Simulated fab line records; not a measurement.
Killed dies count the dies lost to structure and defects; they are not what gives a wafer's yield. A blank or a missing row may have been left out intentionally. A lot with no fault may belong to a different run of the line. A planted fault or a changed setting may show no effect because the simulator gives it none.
fab line records	flow nand_harc
[record] lots = 12	wafers = 36	last_day = 33
route steps=1302 shown A_BONDPAD@1215 END@1302
lots that met no fault: from a run of the same line without faults
start_h: the number of hours between the record's first day and the start of the first shown wafer of the lot	wait_h: time in hours since the lot's previous step	" the same as in the row above	L1.1+2: several wafers, shown together as one row	- value missing, or start not given	* or withheld: withheld	< > ~ a bound
route shown NAME@n: a module of which the file shows steps, and the number in the route of the first	usual: mean and standard deviation over wafers with no fault	same: alike in all rows	chamber/n: place in a boat	sites: readings site by site	_std_site: standard deviation of those values	_edge_site: inner sites' mean taken away from outer sites' mean	radius_mm: for every site, how far away it sits from the centre of the wafer	mask NAME#n: copy n	behind: tool/chamber where the wafer was last shaped	hold: why the lot went on hold/how many hours it stayed there/how the hold came to an end	device: names the non-switching transistor (n, p or np)	end of line: tests of these same wafers at the route's end	a step with no rows: only its recipe	killed: dies lost to structure and defects at the first sort, not the wafer's yield	map: a wafer's dies, x killed, . not, _ none there
set.NAME: the setting the step ran with; set.NAME@STEP: the setting that earlier step ran with	model.NAME: the simulator's own value behind a step, which no gauge read
route steps across a sampled set of lots; one table per step, one row per wafer
services: the hour from which a tool's chamber was out of use, counted from the record's first day as start_h (under 0 if before that day), plus the number of hours and why
[[steps]]
[step NHARC_A_BONDPAD_CD_MEAS_09]
[recipe] target_cd_nm = 500	landing_energy_ev = 500
[usual] cd_nm = 500.2/1.9
lot.wafer	tool	chamber	start_h	wait_h	cd_nm
L813.1	cd_sem-02	0	562.80	-	500.5
L813.3	"	0	"	"	500.6
L813.5	"	0	"	"	498.7
L814.2	cd_sem-03	0	579.14	-	503.1
L814.5	"	0	"	"	502.4
L814.6	"	0	"	"	501.8
L816.3	cd_sem-03	0	601.93	-	500.7
L816.4	"	0	"	"	501.9
L816.6	"	0	"	"	497.8
L815.1	cd_sem-03	0	608.22	-	498.6
L815.3	"	0	"	"	500.8
L815.5	"	0	"	"	499.8
L818.2	cd_sem-01	0	630.50	-	498.7
L818.4	"	0	"	"	503.1
L818.6	"	0	"	"	497.8
L819.2	cd_sem-01	0	649.29	-	498.3
L819.3	"	0	"	"	498.2
L819.5	"	0	"	"	502.5
L821.3	cd_sem-03	0	659.26	-	501.1
L821.5	"	0	"	"	501.2
L821.6	"	0	"	"	498.5
L824.1	cd_sem-01	0	675.97	-	497.4
L824.3	"	0	"	"	498.2
L824.6	"	0	"	"	500.0
L825.1	cd_sem-03	0	678.08	-	501.7
L825.3	"	0	"	"	499.2
L825.5	"	0	"	"	499.0
L828.1	cd_sem-02	0	714.95	-	496.7
L828.2	"	0	"	"	499.0
L828.3	"	0	"	"	498.9
L830.2	cd_sem-03	0	731.49	-	500.6
L830.3	"	0	"	"	504.5
L830.6	"	0	"	"	501.7
L831.1	cd_sem-01	0	749.37	-	497.2
L831.2	"	0	"	"	501.1
L831.6	"	0	"	"	500.6
[step NHARC_A_BONDPAD_OVL_MEAS_35]
[usual] overlay_x_nm = -1/5.7	overlay_y_nm = -2/4.9
lot.wafer	tool	chamber	start_h	wait_h	overlay_x_nm	overlay_y_nm
L813.1	overlay-02	-	562.89	-	-7	-3
L813.3	"	-	"	"	-7	-2
L813.5	"	-	"	"	-6	-2
L814.2	overlay-02	-	579.22	-	-2	-5
L814.5	"	-	"	"	-1	-6
L814.6	"	-	"	"	-1	-5
L816.3	overlay-01	-	602.01	-	-5	-3
L816.4	"	-	"	"	-5	-3
L816.6	"	-	"	"	-5	-4
L815.1	overlay-01	-	608.30	-	-1	-2
L815.3	"	-	"	"	-1	-2
L815.5	"	-	"	"	-1	-2
L818.2	overlay-02	-	630.59	-	-3	8
L818.4	"	-	"	"	-4	8
L818.6	"	-	"	"	-3	8
L819.2	overlay-01	-	649.38	-	5	2
L819.3	"	-	"	"	5	2
L819.5	"	-	"	"	5	2
L821.3	overlay-02	-	659.34	-	7	4
L821.5	"	-	"	"	8	4
L821.6	"	-	"	"	8	3
L824.1	overlay-01	-	676.05	-	-7	-12
L824.3	"	-	"	"	-6	-12
L824.6	"	-	"	"	-6	-11
L825.1	overlay-02	-	678.17	-	-10	-1
L825.3	"	-	"	"	-10	-2
L825.5	"	-	"	"	-9	-2
L828.1	overlay-01	-	715.05	-	-7	-6
L828.2	"	-	"	"	-7	-5
L828.3	"	-	"	"	-7	-5
L830.2	overlay-02	-	731.57	-	-5	-3
L830.3	"	-	"	"	-5	-2
L830.6	"	-	"	"	-5	-2
L831.1	overlay-02	-	749.46	-	-3	0
L831.2	"	-	"	"	-3	0
L831.6	"	-	"	"	-3	0
[step NHARC_A_BONDPAD_STRIP_15]
[recipe] o2_flow_sccm = 500	ar_flow_sccm = 0	bias_w = 0	chemistry = O2
[usual] drypump_motor_current_A = 5.6/0.44	oes_product_au = 1.002/0.009	rf_vpp_V = 57.5/0.9	showerhead_plenum_p_Torr = 3.45/0.16	throttle_valve_pct = 17.037/0.0086
lot.wafer	tool	chamber	start_h	wait_h	drypump_motor_current_A	oes_product_au	rf_hours_counter_h	rf_vpp_V	showerhead_plenum_p_Torr	throttle_valve_pct
L813.1	rie_diel-05	2	563.42	0.1	5.8	0.996	24	59.2	3.79	17.037
L813.3	"	0	"	"	5.5	0.995	22	56.9	3.73	17.035
L813.5	"	1	"	"	6.6	0.993	-	58.3	3.71	17.037
L814.2	rie_diel-03	0	579.77	0.1	6.2	0.986	3	58.1	3.40	17.034
L814.6	"	2	"	"	5.0	1.008	-	58.8	3.32	17.031
L814.5	"	3	"	"	5.8	1.005	-	57.3	3.40	17.051
L816.3	rie_diel-03	0	602.61	0.1	6.1	0.989	3	56.5	3.40	17.044
L816.6	"	1	"	"	5.3	1.001	-	57.3	3.30	17.042
L816.4	"	0	"	"	6.2	0.981	-	56.8	3.40	17.052
L815.3	rie_diel-03	0	608.83	0.1	6.2	0.997	4	58.0	3.40	17.037
L815.1	"	1	"	"	5.3	1.009	4	58.8	3.30	17.037
L815.5	"	3	"	"	5.7	1.003	-	56.8	3.40	17.031
L818.2	rie_diel-03	0	631.12	0.1	6.2	0.990	5	56.8	3.40	17.044
L818.4	"	2	"	"	5.1	1.007	5	56.6	3.32	17.040
L818.6	"	0	"	"	6.2	0.984	-	57.8	3.40	17.024
L819.3	rie_diel-03	2	649.90	0.1	5.0	0.993	0	58.1	3.32	17.037
L819.2	"	0	"	"	6.2	0.989	0	58.5	3.40	17.035
L819.5	"	1	"	"	5.3	1.005	-	56.3	3.30	17.046
L821.3	rie_diel-03	3	659.91	0.1	5.7	1.010	0	57.7	3.40	17.028
L821.6	"	1	"	"	5.3	1.001	-	57.4	3.30	17.043
L821.5	"	2	"	"	5.0	1.003	-	56.8	3.32	17.040
L824.1	rie_diel-05	3	676.58	0.1	5.9	1.005	14	58.0	3.57	17.026
L824.3	"	1	"	"	6.6	1.002	15	58.1	3.70	17.038
L824.6	"	3	"	"	5.9	0.998	-	56.9	3.57	17.041
L825.1	rie_diel-03	2	678.72	0.1	5.0	1.000	1	57.7	3.32	17.026
L825.3	"	3	"	"	5.7	0.996	1	58.7	3.40	17.022
L825.5	"	1	"	"	5.3	0.993	-	57.3	3.30	17.034
L828.1	rie_diel-06	0	715.57	0.1	5.6	1.003	17	57.2	3.34	17.044
L828.2	"	1	"	"	5.7	1.017	15	57.0	3.47	17.044
L828.3	"	3	"	"	5.9	0.990	19	57.1	3.37	17.047
L830.3	rie_diel-03	3	732.10	0.1	5.7	1.007	3	56.2	3.40	17.044
L830.2	"	0	"	"	6.2	1.007	3	56.7	3.40	17.033
L830.6	"	2	"	"	5.0	0.998	-	56.9	3.32	17.050
L831.1	rie_diel-03	2	750.00	0.1	5.0	1.006	3	56.8	3.32	17.038
L831.2	"	0	"	"	6.2	0.983	3	57.7	3.40	17.044
L831.6	"	1	"	"	5.2	0.999	-	56.8	3.30	17.042
[step NHARC_A_BONDPAD_ETCH_24]
[recipe] target_depth_a = 300	over_etch_frac = 0.3	time_s = 72.99	ion_energy_ev = 150	cf4_flow_sccm = 50	n2_flow_sccm = 100	ar_flow_sccm = 150	rf_w = 300	bias_w = 100	chemistry = CF4/N2
[usual] drypump_motor_current_A = 5.6/0.44	oes_product_au = 1.001/0.0091	rf_vpp_V = 313.0/2.2	showerhead_plenum_p_Torr = 2.57/0.12	throttle_valve_pct = 19.794/0.009
[same] over_etch_frac = 0.3
lot.wafer	tool	chamber	start_h	wait_h	drypump_motor_current_A	oes_product_au	rf_hours_counter_h	rf_vpp_V	showerhead_plenum_p_Torr	throttle_valve_pct
L813.3	rie_diel-05	3	563.57	-	5.9	0.999	22	315.9	2.66	19.774
L813.1	"	0	"	"	5.5	1.000	22	315.7	2.78	19.796
L813.5	"	3	"	"	5.9	0.996	-	314.7	2.66	19.786
L814.2	rie_diel-03	0	579.91	-	6.2	0.978	3	311.4	2.53	19.789
L814.5	"	1	"	"	5.3	1.001	-	310.7	2.45	19.793
L814.6	"	2	"	"	5.0	1.002	-	310.9	2.47	19.803
L816.3	rie_diel-03	3	602.76	0.1	5.7	1.001	4	313.2	2.53	19.798
L816.6	"	1	"	"	5.3	1.012	-	312.5	2.45	19.785
L816.4	"	0	"	"	6.2	0.986	-	311.8	2.53	19.781
L815.1	rie_diel-03	0	608.97	-	6.2	0.991	4	312.4	2.53	19.795
L815.3	"	1	"	"	5.2	1.003	4	310.5	2.45	19.811
L815.5	"	0	"	"	6.2	0.997	-	310.7	2.53	19.805
L818.2	rie_diel-03	1	631.26	-	5.3	0.993	5	312.0	2.45	19.808
L818.4	"	2	"	"	5.1	0.997	5	311.3	2.47	19.768
L818.6	"	1	"	"	5.3	1.002	-	311.2	2.45	19.805
L819.2	rie_diel-03	3	650.04	-	5.8	1.015	0	313.0	2.53	19.791
L819.3	"	2	"	"	5.0	1.005	0	310.0	2.47	19.807
L819.5	"	0	"	"	6.2	0.997	-	311.4	2.53	19.794
L821.3	rie_diel-03	1	660.02	-	5.2	0.992	1	310.6	2.45	19.788
L821.6	"	1	"	"	5.3	1.003	-	312.4	2.45	19.784
L821.5	"	2	"	"	5.0	0.856	-	309.8	2.47	19.793
L824.3	rie_diel-05	3	676.72	-	5.9	0.992	14	313.6	2.66	19.810
L824.1	"	0	"	"	5.5	1.005	14	316.9	2.77	19.791
L824.6	"	3	"	"	5.9	0.997	-	315.5	2.66	19.777
L825.1	rie_diel-03	1	678.84	-	5.2	0.846	1	311.3	2.45	19.794
L825.3	"	3	"	"	5.7	1.018	1	312.0	2.53	19.793
L825.5	"	1	"	"	5.2	0.849	-	312.0	2.45	19.805
L828.2	rie_diel-06	1	715.72	-	5.7	1.014	15	312.8	2.58	19.802
L828.1	"	2	"	"	5.0	1.007	17	316.6	2.75	19.793
L828.3	"	0	"	"	5.6	0.993	17	311.4	2.49	19.805
L830.3	rie_diel-03	1	732.24	-	5.2	0.997	3	312.1	2.45	19.789
L830.2	"	2	"	"	5.0	0.995	3	312.1	2.47	19.799
L830.6	"	2	"	"	5.0	1.004	-	311.2	2.47	19.788
L831.1	rie_diel-03	0	750.14	-	6.2	0.987	3	310.7	2.53	19.789
L831.2	"	1	"	"	5.2	1.006	3	310.6	2.45	19.799
L831.6	"	0	"	"	6.2	0.994	-	313.3	2.53	19.778
[step NHARC_END_SORT_01]
[recipe] temp_c = 25
[usual] defect_limited_yield = 91.1/2.9	killed_at_array = 55/20	killed_at_other = 1.1/1.2	killed_at_periphery = 3.8/2.8	killed_dies = 60/19	killed_open = 3.4/1.9	killed_short = 2.2/1.5
[same] gross_dies = 677
lot.wafer	tool	chamber	start_h	wait_h	defect_limited_yield[%]	killed_at_array	killed_at_other	killed_at_periphery	killed_dies	killed_open	killed_short
L813.1	prober-01	0	592.27	2.5	90.4	61	0	4	65	3	3
L813.3	prober-01	0	593.89	3.1	89.2	70	0	3	73	3	3
L813.5	prober-01	0	595.51	3.7	90.8	61	0	1	62	3	1
L814.2	prober-02	0	609.75	2.8	84.9	100	1	1	102	0	0
L814.5	prober-02	0	612.16	3.7	87.6	83	1	0	84	1	2
L814.6	prober-02	0	612.96	4.0	87.3	84	1	1	86	2	6
L816.3	prober-02	0	634.91	3.1	96.2	20	6	0	26	5	2
L816.4	prober-02	0	635.71	3.4	95.0	29	3	2	34	3	3
L816.6	prober-02	0	637.31	4.0	95.1	30	1	2	33	7	2
L815.1	prober-01	0	641.12	2.5	91.7	51	1	4	56	4	1
L815.3	prober-01	0	642.75	3.1	89.5	65	1	5	71	7	1
L815.5	prober-01	0	644.37	3.7	90.5	60	1	3	64	4	1
L818.2	prober-01	0	663.72	2.8	89.7	65	1	4	70	3	3
L818.4	prober-01	0	665.31	3.4	88.6	74	0	3	77	3	0
L818.6	prober-01	0	666.90	4.0	87.9	81	0	1	82	1	2
L819.2	prober-02	0	683.77	2.8	93.8	37	0	5	42	4	2
L819.3	prober-02	0	684.58	3.1	94.8	31	1	3	35	5	0
L819.5	prober-02	0	686.20	3.7	91.9	49	1	5	55	6	4
L821.3	prober-01	0	693.82	3.1	95.9	26	1	1	28	3	3
L821.5	prober-01	0	695.41	3.7	96.6	21	0	2	23	4	3
L821.6	prober-01	0	696.20	4.0	96.3	20	0	5	25	2	1
L825.1	prober-01	0	705.25	2.5	90.1	63	1	3	67	7	6
L825.3	prober-01	0	706.84	3.1	92.0	50	0	4	54	3	2
L825.5	prober-01	0	708.44	3.7	89.5	65	1	5	71	6	5
L824.1	prober-02	0	705.32	2.5	87.7	79	0	4	83	4	2
L824.3	prober-02	0	706.92	3.1	88.0	75	0	6	81	3	0
L824.6	prober-02	0	709.32	4.0	88.0	81	0	0	81	1	2
L828.1	prober-02	0	745.26	2.5	90.1	61	0	6	67	6	2
L828.2	prober-02	0	746.05	2.8	90.0	62	0	6	68	6	1
L828.3	prober-02	0	746.85	3.1	92.6	46	1	3	50	2	2
L830.2	prober-02	0	767.84	2.8	93.5	36	0	8	44	2	0
L830.3	prober-02	0	768.64	3.1	93.8	40	0	2	42	6	2
L830.6	prober-02	0	771.06	4.0	92.5	46	0	5	51	5	3
L831.1	prober-02	0	781.25	2.5	94.8	29	1	5	35	7	3
L831.2	prober-02	0	782.05	2.8	96.5	20	0	4	24	3	4
L831.6	prober-02	0	785.24	4.0	97.0	17	1	2	20	5	2
// killed by level:class
L813.1 A_CHANNEL_HOLE_D1:chamber_film_flake=23 A_CHANNEL_HOLE_D2:chamber_film_flake=18 A_STAIRCASE:chamber_film_flake=5 A_CONTACT:chamber_film_flake=4 A_M0:chamber_film_flake=4 A_WL_FILL:geometric_particle:short=2 P_STI:chamber_film_flake=2 A_CHANNEL_FILL_D1:chamber_film_flake=2
L813.3 A_CHANNEL_HOLE_D2:chamber_film_flake=27 A_CHANNEL_HOLE_D1:chamber_film_flake=23 A_STAIRCASE:chamber_film_flake=9 A_CHANNEL_FILL_D2:geometric_particle:open=2 A_WL_FILL:geometric_particle:short=2 P_ZERO_WELL:chamber_film_flake=2 A_CONTACT:chamber_film_flake=2 A_M0:chamber_film_flake=2
L813.5 A_CHANNEL_HOLE_D1:chamber_film_flake=23 A_CHANNEL_HOLE_D2:chamber_film_flake=17 A_STAIRCASE:chamber_film_flake=9 A_CONTACT:chamber_film_flake=3 A_CHANNEL_FILL_D1:chamber_film_flake=2 A_M0:chamber_film_flake=2 A_ONON_D1:geometric_particle:open=1 A_CHANNEL_FILL_D1:geometric_particle:open=1
L814.2 A_SLIT:chamber_film_flake=33 A_CHANNEL_HOLE_D2:chamber_film_flake=32 A_CHANNEL_HOLE_D1:chamber_film_flake=30 A_STAIRCASE:chamber_film_flake=5 P_BONDPAD:chamber_film_flake=1 THIN_TSV:chamber_film_flake=1
L814.5 A_SLIT:chamber_film_flake=31 A_CHANNEL_HOLE_D1:chamber_film_flake=22 A_CHANNEL_HOLE_D2:chamber_film_flake=21 A_STAIRCASE:chamber_film_flake=5 A_ONON_D1:geometric_particle:open=1 A_STAIRCASE:geometric_particle:short=1 A_WL_FILL:geometric_particle:short=1 A_WL_FILL:chamber_film_flake=1
L814.6 A_CHANNEL_HOLE_D2:chamber_film_flake=27 A_SLIT:chamber_film_flake=26 A_CHANNEL_HOLE_D1:chamber_film_flake=20 A_STAIRCASE:chamber_film_flake=3 A_SGD_CUT:geometric_particle:short=2 A_WL_FILL:geometric_particle:short=2 P_CONTACT:geometric_particle:open=1 A_SOURCE_PLATE:geometric_particle:short=1
L816.3 A_CHANNEL_HOLE_D2:chamber_film_flake=7 THIN_TSV:chamber_film_flake=6 A_CHANNEL_HOLE_D1:chamber_film_flake=2 A_DECK1_JOINT:chamber_film_flake=2 A_ONON_D1:geometric_particle:open=1 A_ONON_D1:geometric_particle:short=1 A_CHANNEL_FILL_D1:geometric_particle:open=1 A_ONON_D2:geometric_particle:short=1
L816.4 A_CHANNEL_HOLE_D2:chamber_film_flake=14 THIN_TSV:chamber_film_flake=3 A_STAIRCASE:chamber_film_flake=2 A_DECK1_JOINT:geometric_particle:short=2 A_ZERO_WELL:chamber_film_flake=2 A_CHANNEL_HOLE_D1:chamber_film_flake=2 A_SLIT:chamber_film_flake=2 P_GATE:geometric_particle:open=1
L816.6 A_CHANNEL_HOLE_D2:chamber_film_flake=14 A_CHANNEL_HOLE_D1:chamber_film_flake=4 A_CHANNEL_FILL_D1:geometric_particle:open=3 A_CONTACT:chamber_film_flake=2 P_CONTACT:geometric_particle:open=1 P_M0:geometric_particle:open=1 A_SOURCE_PLATE:geometric_particle:short=1 A_ONON_D2:geometric_particle:open=1
L815.1 A_CHANNEL_HOLE_D1:chamber_film_flake=26 A_CHANNEL_HOLE_D2:chamber_film_flake=15 A_M1:geometric_particle:open=2 P_CONTACT:chamber_film_flake=2 P_CONTACT:geometric_particle:open=1 A_CHANNEL_FILL_D2:geometric_particle:short=1 A_SGD_CUT:geometric_particle:open=1 P_GATE:chamber_film_flake=1
L815.3 A_CHANNEL_HOLE_D1:chamber_film_flake=28 A_CHANNEL_HOLE_D2:chamber_film_flake=17 A_CONTACT:chamber_film_flake=3 A_CHANNEL_FILL_D2:chamber_film_flake=3 A_SLIT:chamber_film_flake=3 P_CONTACT:geometric_particle:open=2 A_DECK1_JOINT:chamber_film_flake=2 A_CHANNEL_HOLE_D1:geometric_particle:open=1
L815.5 A_CHANNEL_HOLE_D1:chamber_film_flake=33 A_CHANNEL_HOLE_D2:chamber_film_flake=10 A_CONTACT:chamber_film_flake=3 A_STAIRCASE:chamber_film_flake=3 A_WL_FILL:chamber_film_flake=3 A_DECK1_JOINT:chamber_film_flake=2 A_CHANNEL_FILL_D2:chamber_film_flake=2 P_GATE:geometric_particle:open=1
L818.2 A_CHANNEL_HOLE_D1:chamber_film_flake=30 A_SLIT:chamber_film_flake=26 A_CHANNEL_HOLE_D2:unspecified=2 A_CHANNEL_FILL_D2:chamber_film_flake=2 P_CONTACT:geometric_particle:open=1 A_ONON_D1:geometric_particle:short=1 A_CHANNEL_FILL_D2:geometric_particle:short=1 A_CONTACT:geometric_particle:open=1
L818.4 A_SLIT:chamber_film_flake=31 A_CHANNEL_HOLE_D1:chamber_film_flake=30 A_CONTACT:chamber_film_flake=6 P_GATE:geometric_particle:open=1 A_CHANNEL_FILL_D1:geometric_particle:open=1 A_WL_FILL:geometric_particle:open=1 P_ZERO_WELL:chamber_film_flake=1 P_STI:chamber_film_flake=1
L818.6 A_SLIT:chamber_film_flake=34 A_CHANNEL_HOLE_D1:chamber_film_flake=28 A_CONTACT:chamber_film_flake=5 A_CHANNEL_HOLE_D2:unspecified=4 A_CHANNEL_HOLE_D2:chamber_film_flake=3 A_CHANNEL_HOLE_D1:geometric_particle:short=1 A_CHANNEL_HOLE_D2:geometric_particle:short=1 A_BLC:geometric_particle:open=1
L819.2 A_CHANNEL_HOLE_D2:chamber_film_flake=13 A_CHANNEL_HOLE_D1:chamber_film_flake=6 A_STAIRCASE:chamber_film_flake=6 A_CONTACT:chamber_film_flake=4 P_GATE:chamber_film_flake=3 A_SLIT:chamber_film_flake=2 A_WL_FILL:chamber_film_flake=2 P_STI:geometric_particle:open=1
L819.3 A_CHANNEL_HOLE_D2:chamber_film_flake=16 A_CONTACT:chamber_film_flake=4 P_GATE:chamber_film_flake=2 A_CHANNEL_HOLE_D1:chamber_film_flake=2 A_STAIRCASE:chamber_film_flake=2 A_WL_FILL:chamber_film_flake=2 P_M0:geometric_particle:open=1 A_CHANNEL_FILL_D2:geometric_particle:open=1
L819.5 A_CHANNEL_HOLE_D2:chamber_film_flake=14 A_BONDPAD:chamber_film_flake=7 A_CHANNEL_HOLE_D1:chamber_film_flake=5 A_SLIT:chamber_film_flake=5 A_ONON_D2:geometric_particle:open=3 P_GATE:chamber_film_flake=3 A_STAIRCASE:chamber_film_flake=3 A_ZERO_WELL:chamber_film_flake=2
L821.3 A_CHANNEL_HOLE_D1:chamber_film_flake=6 A_CONTACT:chamber_film_flake=6 A_SLIT:chamber_film_flake=4 A_STAIRCASE:chamber_film_flake=2 P_M1:geometric_particle:short=1 A_ONON_D2:geometric_particle:short=1 A_CHANNEL_FILL_D2:geometric_particle:open=1 A_SGD_CUT:geometric_particle:short=1
L821.5 A_CHANNEL_HOLE_D1:chamber_film_flake=5 A_CONTACT:chamber_film_flake=5 A_STAIRCASE:chamber_film_flake=4 P_GATE:geometric_particle:open=1 P_M2:geometric_particle:open=1 A_ONON_D1:geometric_particle:short=1 A_ONON_D1:geometric_particle:open=1 A_CHANNEL_HOLE_D1:geometric_particle:short=1
L821.6 A_CHANNEL_HOLE_D1:chamber_film_flake=5 A_STAIRCASE:chamber_film_flake=5 A_SLIT:chamber_film_flake=3 P_CONTACT:chamber_film_flake=2 A_CHANNEL_HOLE_D2:chamber_film_flake=2 A_CHANNEL_FILL_D2:chamber_film_flake=2 P_GATE:geometric_particle:open=1 A_ONON_D1:geometric_particle:short=1
L825.1 A_SLIT:chamber_film_flake=28 A_CHANNEL_HOLE_D2:chamber_film_flake=13 A_CHANNEL_HOLE_D1:chamber_film_flake=7 A_CONTACT:chamber_film_flake=3 A_CHANNEL_FILL_D1:geometric_particle:short=2 A_CHANNEL_FILL_D2:geometric_particle:short=2 P_GATE:chamber_film_flake=2 P_GATE:geometric_particle:open=1
L824.1 A_SLIT:chamber_film_flake=36 A_CHANNEL_HOLE_D1:chamber_film_flake=32 A_DECK1_JOINT:geometric_particle:open=2 P_GATE:chamber_film_flake=2 A_DECK1_JOINT:chamber_film_flake=2 A_CONTACT:chamber_film_flake=2 P_M0:geometric_particle:open=1 A_CHANNEL_FILL_D1:geometric_particle:short=1
L825.3 A_SLIT:chamber_film_flake=23 A_CHANNEL_HOLE_D2:chamber_film_flake=14 A_CONTACT:chamber_film_flake=4 A_DECK1_JOINT:chamber_film_flake=3 P_GATE:chamber_film_flake=2 P_CONTACT:geometric_particle:short=1 P_CONTACT:geometric_particle:open=1 A_DECK1_JOINT:geometric_particle:short=1
L824.3 A_CHANNEL_HOLE_D1:chamber_film_flake=38 A_SLIT:chamber_film_flake=29 P_GATE:chamber_film_flake=4 A_STAIRCASE:chamber_film_flake=3 A_CHANNEL_FILL_D1:chamber_film_flake=2 A_DECK1_JOINT:chamber_film_flake=2 P_GATE:geometric_particle:open=1 P_CONTACT:geometric_particle:open=1
L825.5 A_SLIT:chamber_film_flake=24 A_CHANNEL_HOLE_D2:chamber_film_flake=18 A_CHANNEL_HOLE_D1:chamber_film_flake=7 A_CONTACT:chamber_film_flake=4 A_CHANNEL_HOLE_D2:geometric_particle:open=2 A_WL_FILL:geometric_particle:short=2 P_GATE:chamber_film_flake=2 A_STAIRCASE:chamber_film_flake=2
L824.6 A_SLIT:chamber_film_flake=36 A_CHANNEL_HOLE_D1:chamber_film_flake=36 A_CONTACT:chamber_film_flake=2 A_CHANNEL_FILL_D1:geometric_particle:short=1 A_CHANNEL_FILL_D1:geometric_particle:open=1 A_ONON_D2:geometric_particle:short=1 A_ZERO_WELL:chamber_film_flake=1 A_DECK1_JOINT:chamber_film_flake=1
L828.1 A_CHANNEL_HOLE_D1:chamber_film_flake=29 A_SLIT:chamber_film_flake=9 A_STAIRCASE:chamber_film_flake=5 A_CONTACT:chamber_film_flake=4 A_M1:chamber_film_flake=4 A_CHANNEL_FILL_D2:geometric_particle:open=2 A_ZERO_WELL:chamber_film_flake=2 A_WL_FILL:chamber_film_flake=2
L828.2 A_CHANNEL_HOLE_D1:chamber_film_flake=37 A_STAIRCASE:chamber_film_flake=7 A_SLIT:chamber_film_flake=7 A_WL_FILL:chamber_film_flake=3 A_CHANNEL_FILL_D1:geometric_particle:open=2 P_STI:chamber_film_flake=2 P_CONTACT:geometric_particle:open=1 A_ONON_D1:geometric_particle:open=1
L828.3 A_CHANNEL_HOLE_D1:chamber_film_flake=28 A_SLIT:chamber_film_flake=6 A_STAIRCASE:chamber_film_flake=4 P_GATE:chamber_film_flake=2 A_WL_FILL:chamber_film_flake=2 A_ONON_D1:geometric_particle:short=1 A_ONON_D2:geometric_particle:open=1 A_M0:geometric_particle:open=1
L830.2 A_CHANNEL_HOLE_D1:chamber_film_flake=13 A_SLIT:chamber_film_flake=8 P_STI:chamber_film_flake=7 A_CONTACT:chamber_film_flake=5 A_STAIRCASE:chamber_film_flake=4 A_WL_FILL:chamber_film_flake=2 A_CHANNEL_FILL_D1:geometric_particle:open=1 A_DECK1_JOINT:geometric_particle:open=1
L830.3 A_CHANNEL_HOLE_D1:chamber_film_flake=14 A_CONTACT:chamber_film_flake=9 A_STAIRCASE:chamber_film_flake=3 A_SLIT:chamber_film_flake=3 A_BLC:chamber_film_flake=3 P_STI:chamber_film_flake=2 A_CHANNEL_FILL_D1:geometric_particle:short=1 A_CHANNEL_FILL_D1:geometric_particle:open=1
L830.6 A_CHANNEL_HOLE_D1:chamber_film_flake=18 A_STAIRCASE:chamber_film_flake=7 A_CONTACT:chamber_film_flake=6 A_SLIT:chamber_film_flake=5 P_STI:chamber_film_flake=3 P_M0:geometric_particle:open=2 A_CHANNEL_HOLE_D2:chamber_film_flake=2 A_BLC:chamber_film_flake=2
L831.1 A_SLIT:chamber_film_flake=11 A_STAIRCASE:chamber_film_flake=4 A_CHANNEL_HOLE_D1:chamber_film_flake=3 A_WL_FILL:chamber_film_flake=2 A_CONTACT:chamber_film_flake=2 P_GATE:geometric_particle:open=1 P_CONTACT:geometric_particle:open=1 P_M1:geometric_particle:open=1
L831.2 A_SLIT:chamber_film_flake=8 A_CONTACT:chamber_film_flake=3 P_BONDPAD:chamber_film_flake=2 A_STAIRCASE:chamber_film_flake=2 P_M1:geometric_particle:short=1 P_M2:geometric_particle:open=1 A_ONON_D1:geometric_particle:short=1 A_ONON_D2:geometric_particle:short=1
L831.6 A_SLIT:chamber_film_flake=6 A_CHANNEL_FILL_D1:chamber_film_flake=2 P_CONTACT:geometric_particle:open=1 A_ONON_D1:geometric_particle:short=1 A_ONON_D1:geometric_particle:open=1 A_CHANNEL_FILL_D2:geometric_particle:open=1 A_CHANNEL_FILL_D2:geometric_particle:short=1 A_WL_FILL:geometric_particle:open=1
[[services]]
tool	chamber	start_h	hours	kind
rie_diel-03	0	540.84	-	clean
rie_diel-03	1	540.84	-	clean
rie_diel-03	2	540.84	-	clean
rie_diel-03	3	540.84	-	clean
rie_diel-05	-	552.11	0.1	repair
rie_diel-06	3	554.15	5.6	repair
rie_diel-03	0	565.34	-	clean
rie_diel-03	1	565.34	-	clean
rie_diel-03	2	565.34	-	clean
rie_diel-03	3	565.34	-	clean
rie_diel-05	-	583.82	9.0	pm
rie_diel-03	0	589.84	-	clean
rie_diel-03	1	589.84	-	clean
rie_diel-03	2	589.84	-	clean
rie_diel-03	3	589.84	-	clean
rie_diel-03	2	601.13	2.0	repair
rie_diel-03	0	614.34	-	clean
rie_diel-03	1	614.34	-	clean
rie_diel-03	2	614.34	-	clean
rie_diel-03	-	635.30	9.0	pm
rie_diel-06	-	661.27	9.0	pm
rie_diel-05	1	666.27	8.2	repair
rie_diel-06	3	716.09	3.7	repair
rie_diel-06	0	719.90	6.0	repair
[[key]]
[first_sign] step = NHARC_A_BONDPAD_ETCH_24	reading = oes_product_au	direction = down	sigmas = 17	usual = 1.001	struck = 0.851
effect none on later readings
met_at NHARC_A_BONDPAD_ETCH_24
struck_lots L821,L825
struck_wafers L821.5,L825.1,L825.5
not_acting_at NHARC_A_BONDPAD_CD_MEAS_09,NHARC_A_BONDPAD_OVL_MEAS_35,NHARC_A_BONDPAD_STRIP_15
onset_between 650.04 660.02
[fault] kind = process_parameter_drift	tool = rie_diel-03	chamber = -	onset_h = 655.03	steps = NHARC_A_BONDPAD_ETCH_24	channel = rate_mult	offset = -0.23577	shape = step	end_h = 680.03	scope = struck_wafers_only
